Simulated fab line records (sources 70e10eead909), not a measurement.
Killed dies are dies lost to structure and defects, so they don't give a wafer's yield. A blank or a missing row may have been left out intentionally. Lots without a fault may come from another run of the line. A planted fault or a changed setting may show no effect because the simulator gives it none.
Check for tools in common -- flow nandHarc -- Lots sampled 15, wafers sampled 45

== REASON FOR OPENING ==
On 3 of the 15 lots, a flag is raised at NHARC_A_CHANNEL_HOLE_D2_CD_MEAS_31 on the reading cdNm. No-fault wafers: 89.7 nm, standard deviation 1.3.
Rule: a lot is flagged when every wafer of it that has a number lies more than 4 standard deviations from that mean, or none has a number. As for the other lots, they are considered sound.

lot,measured,on,"cdNm (nm), wafer by wafer",flag
L284,day 13 00:50,cdSem-01,90.0 88.4 87.3,
L285,day 13 15:50,cdSem-02,87.6 87.1 87.1,
L286,day 13 21:43,cdSem-02,92.5 93.0 89.6,
L289,day 15 14:18,cdSem-03,88.8 88.8 90.3,
L291,day 16 05:19,cdSem-01,88.6 89.2 88.0,
L294,day 18 04:29,cdSem-01,90.3 91.5 92.4,
L296,day 18 08:30,cdSem-01,-0.8 0.3 0.3,FLAGGED
L297,day 19 00:01,cdSem-02,1.4 -0.1 0.0,FLAGGED
L299,day 20 01:33,cdSem-02,2.0 0.7 0.9,FLAGGED
L300,day 20 03:45,cdSem-01,90.3 89.4 90.2,
L298,day 20 05:45,cdSem-01,89.3 90.3 90.3,
L304,day 22 15:04,cdSem-03,89.7 90.9 91.4,
L305,day 22 16:17,cdSem-01,88.9 88.0 89.2,
L307,day 23 01:52,cdSem-02,89.0 87.1 91.2,
L306,day 23 02:15,cdSem-03,90.7 87.9 91.3,
The numbers of the flagged lots are 0.5 nm on average: -89.2 nm against the usual, or -69 standard deviations.

== TOOL THAT RAN EACH LOT ==
The record holds 2 process steps before the reading, out of a route of 1302 steps. Every cell lists first the tool, next ch and the chambers used by the sampled wafers, and last the start.
lot,flag,NHARC_A_CHANNEL_HOLE_D2_ETCH_24,NHARC_A_CHANNEL_HOLE_D2_STRIP_28
L284,,"harEtch-02 ch 0,1, day 12 21:28","rieDiel-07 ch 0,3, day 13 00:50 or earlier"
L285,,"harEtch-01 ch 1, day 13 12:16","rieDiel-03 ch 1,3, day 13 15:50 or earlier"
L286,,"harEtch-02 ch 0,1, day 13 18:35","rieDiel-09 ch 0,1,3, day 13 21:43 or earlier"
L289,,"harEtch-02 ch 0,1, day 15 10:55","rieDiel-03 ch 1,2,3, day 15 14:18 or earlier"
L291,,"harEtch-02 ch 0,1, day 16 01:56","rieDiel-07 ch 1,2, day 16 05:19 or earlier"
L294,,"harEtch-01 ch 0,1, day 18 01:05","rieDiel-07 ch 0,1,3, day 18 04:29 or earlier"
L296,FLAGGED,"harEtch-02 ch 1, day 18 05:15","rieDiel-03 ch 1,2, day 18 08:30 or earlier"
L297,FLAGGED,"harEtch-02 ch 0,1, day 18 20:35","rieDiel-03 ch 0,2,3, day 19 00:01 or earlier"
L299,FLAGGED,"harEtch-02 ch 0,1, day 19 22:11","rieDiel-07 ch 0,1,3, day 20 01:33 or earlier"
L300,,"harEtch-01 ch 1, day 20 00:22","rieDiel-07 ch 1,3, day 20 03:45 or earlier"
L298,,"harEtch-02 ch 0,1, day 20 02:29","rieDiel-07 ch 1,2,3, day 20 05:45 or earlier"
L304,,"harEtch-02 ch 1, day 22 11:50","rieDiel-07 ch 1,2,3, day 22 15:04 or earlier"
L305,,"harEtch-01 ch 0,1, day 22 12:55","rieDiel-09 ch 0,1, day 22 16:17 or earlier"
L307,,"harEtch-01 ch 0,1, day 22 22:27","rieDiel-03 ch 0,1,3, day 23 01:52 or earlier"
L306,,"harEtch-02 ch 0,1, day 22 22:51","rieDiel-09 ch 2,3, day 23 02:15 or earlier"
These steps, and what they do:
- NHARC_A_CHANNEL_HOLE_D2_ETCH_24: etches the open film in C4F8/O2/Ar, time 906.2 s, target depth 1500 nm.
- NHARC_A_CHANNEL_HOLE_D2_STRIP_28: strips in O2.
- NHARC_A_CHANNEL_HOLE_D2_CD_MEAS_31

== FLAGGED AGAINST TOTAL, ONE TOOL AT A TIME (gauges that did the reading follow at the end) ==
step,tool,lots run,flagged,share of the flagged lots,sound lots run after its first flagged lot
NHARC_A_CHANNEL_HOLE_D2_ETCH_24,harEtch-01,5,0,none,-
NHARC_A_CHANNEL_HOLE_D2_ETCH_24,harEtch-02,10,3,all,"3 (L298,L304,L306)"
NHARC_A_CHANNEL_HOLE_D2_STRIP_28,rieDiel-03,5,2,some,1 (L307)
NHARC_A_CHANNEL_HOLE_D2_STRIP_28,rieDiel-07,7,1,some,"3 (L300,L298,L304)"
NHARC_A_CHANNEL_HOLE_D2_STRIP_28,rieDiel-09,3,0,none,-
NHARC_A_CHANNEL_HOLE_D2_CD_MEAS_31,cdSem-01,7,1,some,"3 (L300,L298,L305)"
NHARC_A_CHANNEL_HOLE_D2_CD_MEAS_31,cdSem-02,5,2,some,1 (L307)
NHARC_A_CHANNEL_HOLE_D2_CD_MEAS_31,cdSem-03,3,0,none,-
Because NHARC_A_CHANNEL_HOLE_D2_STRIP_28 lacks a start for some lots, the hours and order of its lots are taken from NHARC_A_CHANNEL_HOLE_D2_CD_MEAS_31.

== WHAT IS ALLOWED BY THE TABLE ==
1 row of the table ran every flagged lot: harEtch-02 at NHARC_A_CHANNEL_HOLE_D2_ETCH_24.
- harEtch-02 at NHARC_A_CHANNEL_HOLE_D2_ETCH_24: 3 of its 10 lots flagged. Lots that were sound ran on it after the first flagged one (L298, L304, L306); a persistent fault on the entire tool would not allow that. On the flagged lots its readings are blank where sound lots have values: c4f8FlowSccm, chamberPressureMTorr, drypumpMotorCurrentA, showerheadPlenumPTorr and 2 more.
Not one row of the table ran every flagged lot while running no sound lot after the first.

== WHAT THE SIMULATOR PUT IN ==
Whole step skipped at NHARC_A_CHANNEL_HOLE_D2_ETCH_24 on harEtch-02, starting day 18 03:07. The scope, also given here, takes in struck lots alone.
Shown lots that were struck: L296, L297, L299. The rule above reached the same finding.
